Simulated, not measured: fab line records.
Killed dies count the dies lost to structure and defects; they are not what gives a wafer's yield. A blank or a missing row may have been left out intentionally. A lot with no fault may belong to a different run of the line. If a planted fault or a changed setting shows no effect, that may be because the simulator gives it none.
Split-lot study || flow n5Finfet || 7 lots, 21 wafers read, on a route of 1938 steps

== ABOUT THE SPLIT ==
At N5_BEOL_M7_PECVD_70 (deposits SiO2 from TEOS/O2, target thk 20 nm, time 22.7 s), the setting tempC was moved away from the recipe's 400 C on 7 of the 21 wafers read, by -1.2% to +4.0%. The other wafers ran this setting at the recipe's value.

The split's own step is where the reading is taken.

== THE READING ==
SiO2_of_BEOL_M7_PECVD_70.thkNm (the simulator's own value, which no gauge read), in nm, at N5_BEOL_M7_PECVD_70 (deposits SiO2 from TEOS/O2, target thk 20 nm, time 22.7 s). No usual value for it is given in the file. Average 20.1 nm, standard deviation 0.35 nm, over the 14 wafers here run with the recipe.

{"wafer": "L077.2", "tool, chamber at the split": "pecvd-03, 1", "tempC as run, C": 400, "against the recipe": "recipe", "SiO2_of_BEOL_M7_PECVD_70.thkNm, nm": 20.2, "against lot-mates on the recipe": "-"}
{"wafer": "L077.3", "tool, chamber at the split": "pecvd-03, 0", "tempC as run, C": 400, "against the recipe": "recipe", "SiO2_of_BEOL_M7_PECVD_70.thkNm, nm": 20.6, "against lot-mates on the recipe": "-"}
{"wafer": "L077.4", "tool, chamber at the split": "pecvd-03, 2", "tempC as run, C": 406.9, "against the recipe": "+1.7%", "SiO2_of_BEOL_M7_PECVD_70.thkNm, nm": 19.4, "against lot-mates on the recipe": -1.0}
{"wafer": "L080.2", "tool, chamber at the split": "pecvd-03, 2", "tempC as run, C": 413.4, "against the recipe": "+3.3%", "SiO2_of_BEOL_M7_PECVD_70.thkNm, nm": 17.8, "against lot-mates on the recipe": "no lot-mate on the recipe"}
{"wafer": "L080.4", "tool, chamber at the split": "pecvd-03, 0", "tempC as run, C": 413.4, "against the recipe": "+3.3%", "SiO2_of_BEOL_M7_PECVD_70.thkNm, nm": 18.6, "against lot-mates on the recipe": "no lot-mate on the recipe"}
{"wafer": "L080.5", "tool, chamber at the split": "pecvd-03, 1", "tempC as run, C": 413.4, "against the recipe": "+3.3%", "SiO2_of_BEOL_M7_PECVD_70.thkNm, nm": 18.2, "against lot-mates on the recipe": "no lot-mate on the recipe"}
{"wafer": "L084.1", "tool, chamber at the split": "pecvd-03, 2", "tempC as run, C": 395.2, "against the recipe": "-1.2%", "SiO2_of_BEOL_M7_PECVD_70.thkNm, nm": 20.2, "against lot-mates on the recipe": "+0.4"}
{"wafer": "L084.2", "tool, chamber at the split": "pecvd-03, 0", "tempC as run, C": 400, "against the recipe": "recipe", "SiO2_of_BEOL_M7_PECVD_70.thkNm, nm": 19.8, "against lot-mates on the recipe": "-"}
{"wafer": "L084.4", "tool, chamber at the split": "pecvd-03, 2", "tempC as run, C": 395.2, "against the recipe": "-1.2%", "SiO2_of_BEOL_M7_PECVD_70.thkNm, nm": 20.6, "against lot-mates on the recipe": "+0.8"}
{"wafer": "L087.2", "tool, chamber at the split": "pecvd-02, 0", "tempC as run, C": 400, "against the recipe": "recipe", "SiO2_of_BEOL_M7_PECVD_70.thkNm, nm": 19.8, "against lot-mates on the recipe": "-"}
{"wafer": "L087.5", "tool, chamber at the split": "pecvd-02, 0", "tempC as run, C": 400, "against the recipe": "recipe", "SiO2_of_BEOL_M7_PECVD_70.thkNm, nm": 19.8, "against lot-mates on the recipe": "-"}
{"wafer": "L087.3", "tool, chamber at the split": "pecvd-02, 2", "tempC as run, C": 400, "against the recipe": "recipe", "SiO2_of_BEOL_M7_PECVD_70.thkNm, nm": 20, "against lot-mates on the recipe": "-"}
{"wafer": "L085.2", "tool, chamber at the split": "pecvd-01, 0", "tempC as run, C": 400, "against the recipe": "recipe", "SiO2_of_BEOL_M7_PECVD_70.thkNm, nm": 20.2, "against lot-mates on the recipe": "-"}
{"wafer": "L085.4", "tool, chamber at the split": "pecvd-01, 0", "tempC as run, C": 416.2, "against the recipe": "+4.0%", "SiO2_of_BEOL_M7_PECVD_70.thkNm, nm": 18.2, "against lot-mates on the recipe": -2.3}
{"wafer": "L085.5", "tool, chamber at the split": "pecvd-01, 2", "tempC as run, C": 400, "against the recipe": "recipe", "SiO2_of_BEOL_M7_PECVD_70.thkNm, nm": 20.8, "against lot-mates on the recipe": "-"}
{"wafer": "L091.1", "tool, chamber at the split": "pecvd-02, 1", "tempC as run, C": 400, "against the recipe": "recipe", "SiO2_of_BEOL_M7_PECVD_70.thkNm, nm": 19.4, "against lot-mates on the recipe": "-"}
{"wafer": "L091.4", "tool, chamber at the split": "pecvd-02, 1", "tempC as run, C": 400, "against the recipe": "recipe", "SiO2_of_BEOL_M7_PECVD_70.thkNm, nm": 19.8, "against lot-mates on the recipe": "-"}
{"wafer": "L091.6", "tool, chamber at the split": "pecvd-02, 0", "tempC as run, C": 400, "against the recipe": "recipe", "SiO2_of_BEOL_M7_PECVD_70.thkNm, nm": 20.2, "against lot-mates on the recipe": "-"}
{"wafer": "L090.2", "tool, chamber at the split": "pecvd-03, 2", "tempC as run, C": 400, "against the recipe": "recipe", "SiO2_of_BEOL_M7_PECVD_70.thkNm, nm": 19.8, "against lot-mates on the recipe": "-"}
{"wafer": "L090.3", "tool, chamber at the split": "pecvd-03, 0,2", "tempC as run, C": 400, "against the recipe": "recipe", "SiO2_of_BEOL_M7_PECVD_70.thkNm, nm": 20.2, "against lot-mates on the recipe": "-"}
{"wafer": "L090.5", "tool, chamber at the split": "pecvd-03, 0,2", "tempC as run, C": 400, "against the recipe": "recipe", "SiO2_of_BEOL_M7_PECVD_70.thkNm, nm": 20.2, "against lot-mates on the recipe": "-"}
When a row names more than one chamber, that row covers several wafers, and the file does not tell which wafer ran in which chamber.

THE FIT
A straight line over all 21 wafers: SiO2_of_BEOL_M7_PECVD_70.thkNm changes by -0.495 nm for each +1% of tempC; r = -0.91; the points scatter about the line by 0.35 nm.
The same after taking each lot's own level away (the mean of its wafers on the recipe; 18 wafers): -0.559 nm for each +1%; r = -0.95; scatter 0.22 nm.
Per that fit: largest tempC move, reading shift of 2.3 nm.
Across the lots, their own levels run from 19.80 to 20.50 nm, a range of 2.0 times the standard deviation given above.
In other words, the slope is changed by the lot-to-lot level; the two fits disagree.
Check: for one of the wafers moved furthest among these (+4.0%), held out of the fit, the line's prediction against its lot-mates is -2.2 nm. It came out at -2.3 nm against them.

== OTHER SPLITS APPLIED TO THESE WAFERS ==
These wafers also went through other splits before the reading. Each is held against what the fit with the lots' levels taken away leaves over:
{"other split on the same wafers": "N5_BEOL_M2_DESCUM_16 timeS", "wafers away from the commonest value": 7, "r with SiO2_of_BEOL_M7_PECVD_70.thkNm (lot level and that fit taken away)": "+0.02"}
{"other split on the same wafers": "N5_BEOL_M4_TRENCH_ETCH_37 timeS", "wafers away from the commonest value": 7, "r with SiO2_of_BEOL_M7_PECVD_70.thkNm (lot level and that fit taken away)": -0.04}
{"other split on the same wafers": "N5_BEOL_M5_VIA_ETCH_34 biasW", "wafers away from the commonest value": 5, "r with SiO2_of_BEOL_M7_PECVD_70.thkNm (lot level and that fit taken away)": "+0.21"}
{"other split on the same wafers": "N5_BEOL_M5_TRENCH_ETCH_37 biasW", "wafers away from the commonest value": 9, "r with SiO2_of_BEOL_M7_PECVD_70.thkNm (lot level and that fit taken away)": "+0.01"}
{"other split on the same wafers": "N5_BEOL_M6_TRENCH_ETCH_37 biasW", "wafers away from the commonest value": 6, "r with SiO2_of_BEOL_M7_PECVD_70.thkNm (lot level and that fit taken away)": "+0.01"}
{"other split on the same wafers": "N5_BEOL_M7_ILD_DEP_00 timeS", "wafers away from the commonest value": 8, "r with SiO2_of_BEOL_M7_PECVD_70.thkNm (lot level and that fit taken away)": "+0.02"}

== FILE'S OWN FIT ==
SiO2_of_BEOL_M7_PECVD_70.thkNm changes by -0.565 nm for each +1% of tempC, r = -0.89.
